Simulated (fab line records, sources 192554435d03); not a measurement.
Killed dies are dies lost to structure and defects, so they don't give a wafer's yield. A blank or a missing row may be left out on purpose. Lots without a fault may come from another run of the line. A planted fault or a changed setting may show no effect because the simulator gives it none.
fab line records | flow n5_finfet
record lots=11 wafers=33 last_day=17
route steps=1938 shown BEOL_M8@1335 BEOL_M9@1401 PASSIVATION@1936
lots that met no fault: from a run of the same line without faults
start_h: hours from the record's first day to the start of the lot's first wafer shown | wait_h: hours since the lot's step before | " the same as in the row above | L1.1+2: a row that stands for several wafers | - no value, or no start given | * or withheld: withheld | < > ~ a bound
route shown NAME@n: a module of which the file shows steps, and the number in the route of the first | usual: mean/standard deviation of fault-free wafers | same: alike in all rows | chamber/n: place in a boat | sites: the reading at each site | _std_site: their standard deviation | _edge_site: outer sites' mean less inner sites' | radius_mm: how far each site lies from the wafer's centre | mask NAME#n: copy n | behind: the tool/chamber that last shaped the wafer | hold: why the lot was held/for how many hours/how that ended | device: the transistor (n, p or np) that didn't switch | end of line: the same wafers' tests at the end of the route | a step without rows: its recipe alone | killed: dies lost to structure and defects at the first sort, not the wafer's yield | map: a wafer's dies, x killed, . not, _ none there
set.NAME: the setting as run; set.NAME@STEP: as run at that earlier step | model.NAME: the simulator's own value behind a step, which no gauge read
steps of the route over a sample of lots; a table a step, a row a wafer
services: from which hour (start_h, from the record's first day; less than 0 if before it) a tool's chamber was out of use, for how many hours, and why
## steps
# step N5_BEOL_M8_PECVD_70
# recipe material=SiO2 target_thk_a=200 temp_c=400 precursor=TEOS/O2 pressure_torr=5.5 rf_w=450 teos_flow_sccm=53.8 gas=O2 flow_sccm=3000 time_s=22.7
# usual heater_power_w=667/84 showerhead_plenum_p_Torr=8.78/0.093 throttle_valve_pct=22.2/1.8
# columns lot.wafer tool chamber start_h wait_h heater_power_w showerhead_plenum_p_Torr throttle_valve_pct
L641.1 pecvd-01 1 212.79 0.0 808 8.85 24.4
L641.4 " 0 " " 750 8.93 21.8
L641.5 " 1 " " 794 8.83 24.5
L643.2 pecvd-04 2 216.41 0.0 557 8.83 22.2
L643.3 " 2 " " 568 8.80 22.0
L643.6 " 2 " " 561 8.81 22.6
L642.4 pecvd-04 1 219.16 0.1 658 8.81 22.3
L642.5 " 2 " " 594 8.81 22.2
L642.6 " 0 " " 670 8.73 21.1
L644.1 pecvd-01 0 220.10 0.0 736 8.91 21.9
L644.5 " 1 " " 841 8.82 24.5
L644.6 " 0 " " 728 8.91 21.6
L652.2 pecvd-01 0 275.30 0.0 755 8.92 22.1
L652.3 " 2 " " 758 8.63 20.3
L652.6 " 2 " " 751 8.65 20.2
L653.1 pecvd-01 0 293.60 0.0 670 8.95 22.0
L653.5 " 2 " " 732 8.67 20.6
L653.6 " 1 " " 698 8.83 24.5
L656.4 pecvd-03 0 301.79 0.1 583 8.86 25.7
L656.5 " 2 " " 673 8.72 20.8
L656.6 " 1 " " 715 8.64 20.4
L658.1 pecvd-04 0 303.76 0.0 620 8.74 20.9
L658.2 " 2 " " 599 8.79 22.4
L658.3 " 1 " " 665 8.83 22.1
L660.1 pecvd-03 0 328.25 0.0 476 8.87 25.7
L660.4 " 2 " " 675 8.69 20.7
L660.5 " 0 " " 485 8.86 25.6
L663.3 pecvd-04 2 332.39 0.0 546 8.81 22.7
L663.4 " 0 " " 715 8.72 21.5
L663.5 " 2 " " 548 8.81 22.4
L662.2 pecvd-04 2 333.55 0.0 586 8.79 22.4
L662.4 " 0 " " 611 8.71 21.1
L662.5 " 1 " " 656 8.83 22.3
# step N5_BEOL_M8_ALD_77
# recipe material=TaN target_thk_a=20 temp_c=275 ald_precursor_family=PDMAT ald_co_reactant=NH3 pressure_torr=3 carrier_flow_sccm=1500 pulse_time_s=2 purge_time_s=3 co_reactant_purge_time_s=2 co_reactant_pulse_time_s=3 ald_cycles=40 precursor_vessel_temp_c=75 precursor_vessel_pressure_torr=26.25 precursor_vessel_carrier_sccm=1000
# usual heater_power_w=441/41
# same purge_time_s=3
# columns lot.wafer tool chamber start_h wait_h heater_power_w
L641.1 ald_metal-04 2 217.44 0.1 488
L641.4 " 3 " " 376
L641.5 " 0 " " 420
L643.2 ald_metal-01 3 220.46 0.0 465
L643.3 " 0 " " 537
L643.6 " 1 " " 391
L642.4 ald_metal-02 0 225.80 0.1 433
L642.5 " 1 " " 413
L642.6 " 2 " " 460
L644.1 ald_metal-01 2 226.07 0.1 472
L644.5 " 3 " " 456
L644.6 " 0 " " 524
L652.2 ald_metal-02 0 287.05 0.0 433
L652.3 " 3 " " 420
L652.6 " 0 " " 440
L653.1 ald_metal-02 2 297.54 0.0 454
L653.5 " 2 " " 462
L653.6 " 1 " " 413
L656.4 ald_metal-02 2 305.32 0.5 463
L656.5 " 0 " " 425
L656.6 " 3 " " 418
L658.1 ald_metal-01 3 308.13 0.3 446
L658.2 " 0 " " 528
L658.3 " 1 " " 395
L660.1 ald_metal-04 1 332.26 0.0 434
L660.4 " 0 " " 418
L660.5 " 3 " " 376
L663.3 ald_metal-01 3 337.46 0.3 459
L663.4 " 2 " " 475
L663.5 " 0 " " 537
L662.2 ald_metal-01 1 339.09 0.0 398
L662.4 " 0 " " 548
L662.5 " 1 " " 395
# step N5_BEOL_M8_SURFACE_TREAT_79
# recipe gas=Ar time_s=* ion_energy_ev=* ion_current_ma_cm2=0.5 pressure_mtorr=* ar_flow_sccm=30
# usual throttle_valve_pct=*
# columns lot.wafer tool chamber start_h wait_h throttle_valve_pct
L641.1 pvd_sputter-02 - 217.73 0.2 *
L641.4 " - " " *
L641.5 " - " " *
L643.2 pvd_sputter-01 - 220.87 0.3 *
L643.3 " - " " *
L643.6 " - " " *
L642.4 pvd_sputter-03 - 226.12 0.2 *
L642.5 " - " " *
L642.6 " - " " *
L644.1 pvd_sputter-02 - 226.45 0.2 *
L644.5 " - " " *
L644.6 " - " " *
L652.2 pvd_sputter-03 - 287.44 0.3 *
L652.3 " - " " *
L652.6 " - " " *
L653.1 pvd_sputter-03 - 297.99 0.3 *
L653.5 " - " " *
L653.6 " - " " *
L656.4 pvd_sputter-03 - 306.94 1.5 *
L656.5 " - " " *
L656.6 " - " " *
L658.1 pvd_sputter-03 - 308.64 0.4 *
L658.2 " - " " *
L658.3 " - " " *
L660.1 pvd_sputter-03 - 332.72 0.3 *
L660.4 " - " " *
L660.5 " - " " *
L663.3 pvd_sputter-02 - 337.76 0.2 *
L663.4 " - " " *
L663.5 " - " " *
L662.2 pvd_sputter-02 - 339.37 0.2 *
L662.4 " - " " *
L662.5 " - " " *
# step N5_BEOL_M8_CMP_52
# recipe stop_on=SiCOH_lowk t_overpolish_s=6.9 down_force_psi=1 platen_rpm=50 clearing_platen_down_force_psi=1.5 clearing_platen_rpm=50 post_cmp_clean=cu_alkaline target_thk_nm=80 clearing_platen_pad_velocity_m_s=0.99484 pad_velocity_m_s=0.99484
# usual barrier_field_endpoint_s=29.2/0.76 motor_current_A=6.0/0.39 pad_life_wafers=797/710
# columns lot.wafer tool chamber start_h wait_h barrier_field_endpoint_s motor_current_A pad_life_wafers
L641.4 cmp-03 3 220.13 0.2 29.7 6.2 2107
L641.1 " 0 " " 28.4 6.4 2108
L641.5 " 2 " " 28.7 6.1 -
L643.2 cmp-04 1 222.27 0.9 27.6 6.2 1663
L643.3 " 3 " " 29.0 6.6 1665
L643.6 " 1 " " 28.3 6.6 -
L642.4 cmp-01 3 227.28 0.2 29.7 5.5 1509
L642.5 " 0 " " 29.0 5.8 -
L642.6 " 1 " " 28.4 5.9 -
L644.1 cmp-03 1 227.57 0.3 28.8 6.8 12
L644.5 " 1 " " 28.6 6.5 -
L644.6 " 2 " " 28.8 6.4 -
L652.3 cmp-01 3 288.45 0.2 22.9 5.9 2022
L652.2 " 0 " " 30.0 5.5 2023
L652.6 " 0 " " 30.1 5.9 -
L653.1 cmp-01 0 299.12 0.3 22.7 6.1 26
L653.6 " 2 " " 29.0 5.5 -
L653.5 " 3 " " 29.6 5.8 -
L656.4 cmp-01 1 308.01 0.1 27.7 6.3 102
L656.6 " 1 " " 27.3 6.6 -
L656.5 " 2 " " 28.1 5.6 -
L658.2 cmp-04 1 310.11 0.3 29.3 6.0 295
L658.3 " 2 " " 29.0 5.5 296
L658.1 " 3 " " 29.3 6.3 297
L660.4 cmp-04 2 333.81 0.2 29.8 6.3 463
L660.1 " 3 " " 30.4 6.6 464
L660.5 " 2 " " 29.6 6.1 -
L663.3 cmp-03 2 338.54 0.2 28.2 6.0 829
L663.4 " 3 " " 29.5 6.4 830
L663.5 " 1 " " 28.3 6.4 -
L662.4 cmp-03 1 340.11 0.2 28.6 6.4 847
L662.2 " 2 " " 28.6 6.0 848
L662.5 " 1 " " 28.4 6.7 -
# step N5_BEOL_M9_ILD_DEP_00
# recipe material=SiCOH_lowk target_thk_a=3085.1 temp_c=300 precursor=DEMS/porogen pressure_torr=5 rf_w=500 time_s=58
# usual heater_power_w=280/39 showerhead_plenum_p_Torr=5.741/0.019 throttle_valve_pct=13.7/0.9
# columns lot.wafer tool chamber start_h wait_h heater_power_w showerhead_plenum_p_Torr throttle_valve_pct
L641.1 pecvd-04 1 220.61 0.0 308 5.741 14.0
L641.4 " 1 " " 317 5.750 13.4
L641.5 " 2 " " 250 5.747 13.8
L643.2 pecvd-01 1 222.72 0.0 357 5.757 14.9
L643.3 " 1 " " 364 5.739 15.0
L643.6 " 0 " " 330 5.770 13.6
L642.4 pecvd-04 1 227.68 0.1 251 5.730 13.9
L642.5 " 0 " " 234 5.728 13.1
L642.6 " 2 " " 239 5.737 13.7
L644.1 pecvd-04 2 228.06 0.0 196 5.735 13.8
L644.5 " 0 " " 296 5.708 13.3
L644.6 " 2 " " 209 5.743 14.0
L652.2 pecvd-01 1 288.94 0.0 303 5.742 15.0
L652.3 " 2 " " 326 5.713 12.8
L652.6 " 1 " " 320 5.757 15.1
L653.1 pecvd-02 1 299.56 0.0 225 5.770 15.9
L653.5 " 2 " " 255 5.724 13.2
L653.6 " 1 " " 224 5.762 15.8
L656.4 pecvd-04 0 308.53 0.1 265 5.732 13.1
L656.5 " 2 " " 212 5.740 13.9
L656.6 " 1 " " 259 5.735 14.2
L658.1 pecvd-04 0 310.56 0.0 268 5.724 13.3
L658.2 " 1 " " 296 5.746 13.8
L658.3 " 2 " " 242 5.738 14.2
L660.1 pecvd-04 1 334.27 0.0 303 5.744 13.8
L660.4 " 1 " " 315 5.742 13.8
L660.5 " 0 " " 295 5.726 12.9
L663.3 pecvd-01 2 339.13 0.1 327 5.714 12.6
L663.4 " 0 " " 315 5.767 13.6
L663.5 " 2 " " 335 5.714 13.0
L662.2 pecvd-04 2 340.59 0.0 240 5.752 13.9
L662.4 " 1 " " 299 5.748 13.8
L662.5 " 2 " " 249 5.749 14.2
# step N5_PASSIVATION_PROBE_49
# usual defect_limited_yield=91.3/1.5 killed_at_M0_to_M3=35/8.7 killed_at_M4_up=14/5.5 killed_at_contacts=11/5.6 killed_at_front_end=39/13 killed_at_other=3.7/2.2 killed_dies=103/18 killed_open=69/14 killed_short=33/7.8 sort_bin_4_leakage=0.02/0.15 sort_bin_5_function=5.1/0.99 sort_bin_6_memory=3.3/0.67 sort_bin_8_speed=0.02/0.17 sort_n_pass=1077/18 sort_yield_pct=91.2/1.5
# same gross_dies=1180 killed_at_back_side=0
# columns lot.wafer tool chamber start_h wait_h defect_limited_yield[%] killed_at_M0_to_M3 killed_at_M4_up killed_at_contacts killed_at_front_end killed_at_other killed_dies killed_open killed_short sort_bin_4_leakage[%] sort_bin_5_function[%] sort_bin_6_memory[%] sort_bin_8_speed[%] sort_n_pass sort_yield_pct[%]
L643.2 prober-01 - 281.91 0.1 89.2 25 13 12 74 4 128 89 39 0 6.4 4.2 0 1052 89.2
L643.3 prober-01 - 281.96 0.1 89.8 40 18 6 51 5 120 83 34 0 5.6 4.2 0.08 1059 89.7
L643.6 prober-01 - 282.11 0.3 90.8 45 8 12 40 3 108 70 36 0 5.6 3.3 0 1072 90.8
L641.1 prober-02 - 286.73 0.0 90.6 40 7 13 46 5 111 76 33 0 5.1 3.7 0 1069 90.6
L641.4 prober-02 - 286.88 0.2 90.6 37 16 10 43 5 111 73 37 0 5.3 3.8 0 1069 90.6
L641.5 prober-02 - 286.93 0.2 90.4 14 5 27 63 4 113 73 38 0 5.6 3.7 0 1067 90.4
L644.1 prober-02 - 293.41 0.0 91.4 38 20 5 31 7 101 64 37 0 5.2 3.1 0 1079 91.4
L644.5 prober-02 - 293.61 0.2 92.6 33 8 13 29 4 87 62 24 0 3.7 3.1 0 1093 92.6
L644.6 prober-02 - 293.66 0.3 93.0 31 10 10 26 6 83 65 17 0 4.1 2.6 0 1097 93.0
L642.4 prober-01 - 294.20 0.2 91.7 42 13 10 32 1 98 65 33 0 5.2 2.8 0 1082 91.7
L642.5 prober-01 - 294.25 0.2 90.8 42 12 12 34 8 108 70 37 0 5.3 3.7 0 1072 90.8
L642.6 prober-01 - 294.30 0.3 89.8 46 8 13 48 5 120 76 42 0 6.3 3.1 0 1060 89.8
L652.2 prober-02 - 356.11 0.1 88.7 29 28 18 56 2 133 106 27 0 6.2 4.8 0 1047 88.7
L652.3 prober-02 - 356.16 0.1 89.6 44 25 7 43 4 123 80 43 0.25 6.6 3.3 0 1054 89.3
L652.6 prober-02 - 356.31 0.3 89.7 34 24 13 47 4 122 88 34 0 6.0 3.8 0 1058 89.7
L653.1 prober-02 - 359.58 0.0 93.1 28 11 8 34 0 81 52 29 0 4.4 2.2 0 1099 93.1
L653.5 prober-02 - 359.78 0.2 91.8 34 19 6 37 1 97 64 33 0 5.3 2.5 0 1083 91.8
L653.6 prober-02 - 359.83 0.3 91.2 36 10 7 44 7 104 64 39 0 6.0 2.5 0 1076 91.2
L658.1 prober-02 - 377.61 0.0 89.4 52 12 12 45 4 125 64 58 0 5.6 4.6 0 1055 89.4
L658.2 prober-02 - 377.66 0.1 92.6 37 8 9 28 5 87 49 36 0 4.3 2.8 0 1093 92.6
L658.3 prober-02 - 377.71 0.1 91.0 37 15 20 27 7 106 69 35 0 5.2 3.4 0 1074 91.0
L656.4 prober-01 - 377.76 0.2 90.8 44 15 16 30 3 108 66 41 0 5.8 2.9 0 1072 90.8
L656.5 prober-01 - 377.81 0.2 90.4 51 7 18 34 3 113 65 48 0 5.2 4.0 0 1067 90.4
L656.6 prober-01 - 377.86 0.3 91.9 35 21 10 25 5 96 63 32 0 4.8 3.0 0 1084 91.9
L663.3 prober-01 - 405.04 0.1 89.2 34 13 15 63 3 128 88 39 0 6.3 4.4 0 1052 89.2
L663.4 prober-01 - 405.09 0.2 91.2 31 19 8 45 1 104 65 36 0 5.4 2.9 0 1076 91.2
L663.5 prober-01 - 405.14 0.2 88.8 37 22 20 50 3 132 90 37 0 6.8 4.3 0 1048 88.8
L660.1 prober-02 - 412.42 0.0 92.3 19 19 12 38 3 91 67 22 0 4.6 2.7 0 1089 92.3
L660.4 prober-02 - 412.57 0.2 91.5 32 12 12 40 4 100 69 29 0 4.9 3.1 0 1080 91.5
L660.5 prober-02 - 412.62 0.2 90.3 32 12 16 52 3 115 77 37 0 5.7 3.6 0 1065 90.3
L662.2 prober-02 - 415.42 0.1 90.4 24 26 7 54 2 113 77 29 0 5.1 3.9 0 1067 90.4
L662.4 prober-02 - 415.52 0.2 90.8 27 11 7 61 2 108 74 32 0 5.8 3.1 0 1072 90.8
L662.5 prober-02 - 415.57 0.2 90.4 30 22 10 44 7 113 82 31 0 6.0 3.3 0 1067 90.4
# killed by level:class
L643.2 STI_FIN_REVEAL:geometric_particle:open=25 FIN_SAQP:geometric_particle:open=15 MOL_CONTACT_COAG:geometric_particle:open=9 BEOL_M0_SAQP:geometric_particle:short=9 BEOL_M0_SAQP:geometric_particle:open=8 FIN_SAQP:geometric_particle:short=7 STI_FIN_REVEAL:geometric_particle:short=6 GATE_CUT:geometric_particle:short=6
L643.3 STI_FIN_REVEAL:geometric_particle:open=18 BEOL_M3:geometric_particle:open=14 FIN_SAQP:geometric_particle:open=11 BEOL_M0_SAQP:geometric_particle:short=9 BEOL_M0_SAQP:geometric_particle:open=6 STI_FIN_REVEAL:geometric_particle:short=5 BEOL_M2:geometric_particle:open=5 MOL_CONTACT_COAG:geometric_particle:open=5
L643.6 BEOL_M0_SAQP:geometric_particle:open=18 BEOL_M0_SAQP:geometric_particle:short=12 MOL_CONTACT_COAG:geometric_particle:open=11 STI_FIN_REVEAL:geometric_particle:open=9 FIN_SAQP:geometric_particle:short=6 FIN_SAQP:geometric_particle:open=5 STI_FIN_REVEAL:geometric_particle:short=5 BEOL_M3:geometric_particle:open=5
L641.1 STI_FIN_REVEAL:geometric_particle:open=20 MOL_CONTACT_COAG:geometric_particle:open=12 BEOL_M0_SAQP:geometric_particle:short=10 FIN_SAQP:geometric_particle:short=7 BEOL_M1:geometric_particle:open=7 BEOL_M2:geometric_particle:open=7 FIN_SAQP:geometric_particle:open=5 BEOL_M3:geometric_particle:open=5
L641.4 BEOL_M2:geometric_particle:open=13 FIN_SAQP:geometric_particle:open=11 MOL_CONTACT_COAG:geometric_particle:open=10 BEOL_M0_SAQP:geometric_particle:open=9 BEOL_M4:geometric_particle:open=8 FIN_SAQP:geometric_particle:short=7 STI_FIN_REVEAL:geometric_particle:open=7 DUMMY_GATE:geometric_particle:open=5
L641.5 MOL_CONTACT_COAG:geometric_particle:open=20 STI_FIN_REVEAL:geometric_particle:open=16 FIN_SAQP:geometric_particle:short=13 FIN_SAQP:geometric_particle:open=11 MOL_CONTACT_COAG:geometric_particle:short=7 DUMMY_GATE:geometric_particle:open=6 GATE_CUT:geometric_particle:short=3 BEOL_M0_SAQP:geometric_particle:open=3
L644.1 BEOL_M2:geometric_particle:open=13 FIN_SAQP:geometric_particle:open=8 FIN_SAQP:geometric_particle:short=7 BEOL_M0_SAQP:geometric_particle:short=7 BEOL_M0_SAQP:geometric_particle:open=7 BEOL_M4:geometric_particle:open=6 BEOL_M3:geometric_particle:open=5 BEOL_M4:geometric_particle:short=5
L644.5 STI_FIN_REVEAL:geometric_particle:open=12 MOL_CONTACT_COAG:geometric_particle:open=10 BEOL_M0_SAQP:geometric_particle:short=9 BEOL_M2:geometric_particle:open=8 BEOL_M0_SAQP:geometric_particle:open=6 BEOL_M3:geometric_particle:open=6 BEOL_M4:geometric_particle:open=4 FIN_SAQP:geometric_particle:short=3
L644.6 BEOL_M3:geometric_particle:open=13 MOL_CONTACT_COAG:geometric_particle:open=10 STI_FIN_REVEAL:geometric_particle:open=8 DUMMY_GATE:geometric_particle:open=6 BEOL_M0_SAQP:geometric_particle:open=5 BEOL_M0_SAQP:geometric_particle:short=5 FIN_CUT:geometric_particle:open=3 BEOL_M2:geometric_particle:open=3
L642.4 BEOL_M0_SAQP:geometric_particle:short=14 BEOL_M0_SAQP:geometric_particle:open=10 BEOL_M3:geometric_particle:open=9 FIN_SAQP:geometric_particle:open=8 GATE_CUT:geometric_particle:open=7 MOL_CONTACT_COAG:geometric_particle:open=6 FIN_SAQP:geometric_particle:short=5 BEOL_M4:geometric_particle:open=5
L642.5 BEOL_M0_SAQP:geometric_particle:open=17 BEOL_M0_SAQP:geometric_particle:short=13 MOL_CONTACT_COAG:geometric_particle:open=10 DUMMY_GATE:geometric_particle:open=8 STI_FIN_REVEAL:geometric_particle:open=6 FIN_SAQP:geometric_particle:short=5 BEOL_M3:geometric_particle:open=5 FIN_SAQP:geometric_particle:open=3
L642.6 BEOL_M0_SAQP:geometric_particle:short=13 STI_FIN_REVEAL:geometric_particle:open=12 MOL_CONTACT_COAG:geometric_particle:open=10 BEOL_M0_SAQP:geometric_particle:open=9 BEOL_M3:geometric_particle:open=9 GATE_CUT:geometric_particle:open=8 GATE_CUT:geometric_particle:short=7 BEOL_M1:geometric_particle:open=6
L652.2 STI_FIN_REVEAL:geometric_particle:open=22 MOL_CONTACT_COAG:geometric_particle:open=16 BEOL_M4:geometric_particle:open=15 FIN_SAQP:geometric_particle:open=10 BEOL_M2:geometric_particle:open=10 BEOL_M3:geometric_particle:open=8 BEOL_M4:geometric_particle:short=7 FIN_SAQP:geometric_particle:short=5
L652.3 STI_FIN_REVEAL:geometric_particle:open=13 BEOL_M4:geometric_particle:open=12 BEOL_M1:geometric_particle:open=10 BEOL_M3:geometric_particle:open=10 BEOL_M0_SAQP:geometric_particle:short=8 FIN_SAQP:geometric_particle:open=7 BEOL_M0_SAQP:geometric_particle:open=7 FIN_SAQP:geometric_particle:short=6
L652.6 STI_FIN_REVEAL:geometric_particle:open=17 FIN_SAQP:geometric_particle:open=12 BEOL_M0_SAQP:geometric_particle:open=12 MOL_CONTACT_COAG:geometric_particle:open=11 BEOL_M4:geometric_particle:open=11 FIN_SAQP:geometric_particle:short=8 BEOL_M0_SAQP:geometric_particle:short=7 BEOL_M4:geometric_particle:short=6
L653.1 FIN_SAQP:geometric_particle:short=12 FIN_SAQP:geometric_particle:open=8 MOL_CONTACT_COAG:geometric_particle:open=7 BEOL_M0_SAQP:geometric_particle:open=7 BEOL_M1:geometric_particle:open=6 BEOL_M4:geometric_particle:open=5 BEOL_M0_SAQP:geometric_particle:short=4 STI_FIN_REVEAL:geometric_particle:open=3
L653.5 FIN_SAQP:geometric_particle:short=11 FIN_SAQP:geometric_particle:open=10 BEOL_M4:geometric_particle:open=10 BEOL_M0_SAQP:geometric_particle:open=9 DUMMY_GATE:geometric_particle:open=6 MOL_CONTACT_COAG:geometric_particle:open=6 BEOL_M1:geometric_particle:open=6 BEOL_M0_SAQP:geometric_particle:short=4
L653.6 FIN_SAQP:geometric_particle:open=13 FIN_SAQP:geometric_particle:short=11 BEOL_M0_SAQP:geometric_particle:open=7 BEOL_M1:geometric_particle:open=6 STI_FIN_REVEAL:geometric_particle:open=5 MOL_CONTACT_COAG:geometric_particle:open=5 BEOL_M0_SAQP:geometric_particle:short=5 BEOL_M2:geometric_particle:open=5
L658.1 BEOL_M0_SAQP:geometric_particle:short=14 MOL_CONTACT_COAG:geometric_particle:open=9 BEOL_M2:geometric_particle:open=9 FIN_SAQP:geometric_particle:short=8 GATE_CUT:geometric_particle:short=8 BEOL_M0_SAQP:geometric_particle:open=7 BEOL_M1:geometric_particle:open=7 BEOL_M3:geometric_particle:open=6
L658.2 BEOL_M0_SAQP:geometric_particle:short=11 BEOL_M0_SAQP:geometric_particle:open=11 STI_FIN_REVEAL:geometric_particle:open=8 MOL_CONTACT_COAG:geometric_particle:open=7 FIN_SAQP:geometric_particle:short=6 BEOL_M2:geometric_particle:open=5 BEOL_M2:geometric_particle:short=4 DUMMY_GATE:geometric_particle:short=3
L658.3 MOL_CONTACT_COAG:geometric_particle:open=15 BEOL_M0_SAQP:geometric_particle:short=12 BEOL_M2:geometric_particle:open=7 BEOL_M4:geometric_particle:open=7 DUMMY_GATE:geometric_particle:open=6 BEOL_M0_SAQP:geometric_particle:open=6 GATE_CUT:geometric_particle:short=5 MOL_CONTACT_COAG:geometric_particle:short=5
L656.4 MOL_CONTACT_COAG:geometric_particle:open=13 BEOL_M0_SAQP:geometric_particle:open=11 BEOL_M0_SAQP:geometric_particle:short=8 FIN_SAQP:geometric_particle:open=5 GATE_CUT:geometric_particle:short=5 BEOL_M1:geometric_particle:open=5 BEOL_M2:geometric_particle:short=5 BEOL_M4:geometric_particle:short=5
L656.5 BEOL_M0_SAQP:geometric_particle:short=17 MOL_CONTACT_COAG:geometric_particle:open=15 BEOL_M1:geometric_particle:open=9 GATE_CUT:geometric_particle:short=8 BEOL_M0_SAQP:geometric_particle:open=7 BEOL_M2:geometric_particle:open=7 STARTING-WAFER:geometric_particle:short=6 STARTING-WAFER:geometric_particle:open=4
L656.6 BEOL_M4:geometric_particle:open=16 BEOL_M0_SAQP:geometric_particle:short=9 MOL_CONTACT_COAG:geometric_particle:open=8 BEOL_M1:geometric_particle:open=7 BEOL_M0_SAQP:geometric_particle:open=6 STI_FIN_REVEAL:geometric_particle:open=5 GATE_CUT:geometric_particle:short=5 BEOL_M2:geometric_particle:open=4
L663.3 FIN_SAQP:geometric_particle:open=25 MOL_CONTACT_COAG:geometric_particle:open=14 STI_FIN_REVEAL:geometric_particle:open=13 FIN_SAQP:geometric_particle:short=12 BEOL_M0_SAQP:geometric_particle:open=12 BEOL_M3:geometric_particle:open=6 BEOL_M0_SAQP:geometric_particle:short=5 BEOL_M4:geometric_particle:open=5
L663.4 FIN_SAQP:geometric_particle:open=12 BEOL_M0_SAQP:geometric_particle:short=7 BEOL_M4:geometric_particle:open=7 MOL_CONTACT_COAG:geometric_particle:open=6 GATE_CUT:geometric_particle:short=5 BEOL_M0_SAQP:geometric_particle:open=5 BEOL_M0:geometric_particle:short=5 GATE_CUT:geometric_particle:open=4
L663.5 FIN_SAQP:geometric_particle:open=16 MOL_CONTACT_COAG:geometric_particle:open=15 FIN_SAQP:geometric_particle:short=12 BEOL_M0_SAQP:geometric_particle:open=11 BEOL_M4:geometric_particle:open=10 STI_FIN_REVEAL:geometric_particle:open=10 BEOL_M1:geometric_particle:open=7 BEOL_M0_SAQP:geometric_particle:short=5
L660.1 STI_FIN_REVEAL:geometric_particle:open=15 BEOL_M4:geometric_particle:open=13 MOL_CONTACT_COAG:geometric_particle:open=11 DUMMY_GATE:geometric_particle:open=9 BEOL_M1:geometric_particle:open=6 FIN_SAQP:geometric_particle:open=4 BEOL_M0_SAQP:geometric_particle:open=4 FIN_SAQP:geometric_particle:short=3
L660.4 MOL_CONTACT_COAG:geometric_particle:open=12 FIN_SAQP:geometric_particle:short=10 BEOL_M0_SAQP:geometric_particle:open=9 STI_FIN_REVEAL:geometric_particle:open=7 BEOL_M2:geometric_particle:open=7 DUMMY_GATE:geometric_particle:open=6 SPACER0:geometric_particle:open=6 BEOL_M0_SAQP:geometric_particle:short=6
L660.5 STI_FIN_REVEAL:geometric_particle:open=16 MOL_CONTACT_COAG:geometric_particle:open=16 BEOL_M3:geometric_particle:open=8 GATE_CUT:geometric_particle:open=5 BEOL_M2:geometric_particle:open=5 BEOL_M0_SAQP:geometric_particle:short=5 BEOL_M0_SAQP:geometric_particle:open=5 FIN_SAQP:geometric_particle:open=4
L662.2 FIN_SAQP:geometric_particle:open=20 BEOL_M4:geometric_particle:open=10 FIN_SAQP:geometric_particle:short=8 BEOL_M3:geometric_particle:open=7 MOL_CONTACT_COAG:geometric_particle:open=6 HKMG_FIN:area_etch=5 STI_FIN_REVEAL:geometric_particle:open=4 BEOL_M2:geometric_particle:open=4
L662.4 STI_FIN_REVEAL:geometric_particle:open=29 DUMMY_GATE:geometric_particle:open=6 MOL_CONTACT_COAG:geometric_particle:open=6 BEOL_M1:geometric_particle:open=5 BEOL_M3:geometric_particle:open=5 BEOL_M3:geometric_particle:short=5 BEOL_M4:geometric_particle:open=5 STARTING-WAFER:geometric_particle:short=5
L662.5 BEOL_M4:geometric_particle:open=16 STI_FIN_REVEAL:geometric_particle:open=14 MOL_CONTACT_COAG:geometric_particle:open=10 FIN_SAQP:geometric_particle:open=9 GATE_CUT:geometric_particle:short=9 BEOL_M1:geometric_particle:open=9 BEOL_M0_SAQP:geometric_particle:short=7 BEOL_M0_SAQP:geometric_particle:open=6
## services
# columns tool chamber start_h hours kind
cmp-01 - 189.80 1.9 repair
pecvd-01 0 193.17 7.0 repair
cmp-01 - 193.31 2.1 repair
cmp-04 - 198.19 22.5 repair
pecvd-03 2 209.27 11.5 repair
pecvd-03 1 212.26 4.4 repair
pecvd-04 - 216.52 1.1 repair
cmp-03 - 221.66 4.0 pm
pecvd-04 0 230.12 17.9 repair
cmp-04 - 231.92 0.6 repair
pecvd-03 1 244.59 14.5 repair
cmp-03 - 248.75 2.2 repair
cmp-03 - 265.83 7.2 pm
pecvd-01 - 270.76 0.9 repair
cmp-04 - 271.38 4.0 pm
pvd_sputter-03 - 277.53 2.1 repair
cmp-03 - 278.20 0.8 repair
ald_metal-04 - 290.80 28.1 pm
cmp-01 - 291.90 4.0 pm
pecvd-03 0 305.82 12.4 repair
cmp-04 - 313.35 0.6 repair
pecvd-04 1 317.12 3.5 repair
pecvd-03 - 329.15 14.6 pm
ald_metal-04 - 337.25 14.0 pm
## key
first_sign step=N5_BEOL_M8_CMP_52 reading=barrier_field_endpoint_s direction=down sigmas=8.3 usual=29.2 struck=22.8
effect none on later readings
met_at N5_BEOL_M8_PECVD_70
struck_lots L652,L653
struck_wafers L652.3,L653.1
not_acting_at N5_BEOL_M8_ALD_77,N5_BEOL_M8_SURFACE_TREAT_79,N5_BEOL_M9_ILD_DEP_00
onset_between 220.10 275.30
fault kind=process_parameter_drift tool=pecvd-01 chamber=- onset_h=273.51 steps=N5_BEOL_M8_PECVD_70 channel=time_s offset=* shape=step end_h=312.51 scope=struck_wafers_only acts_in=* stated=*
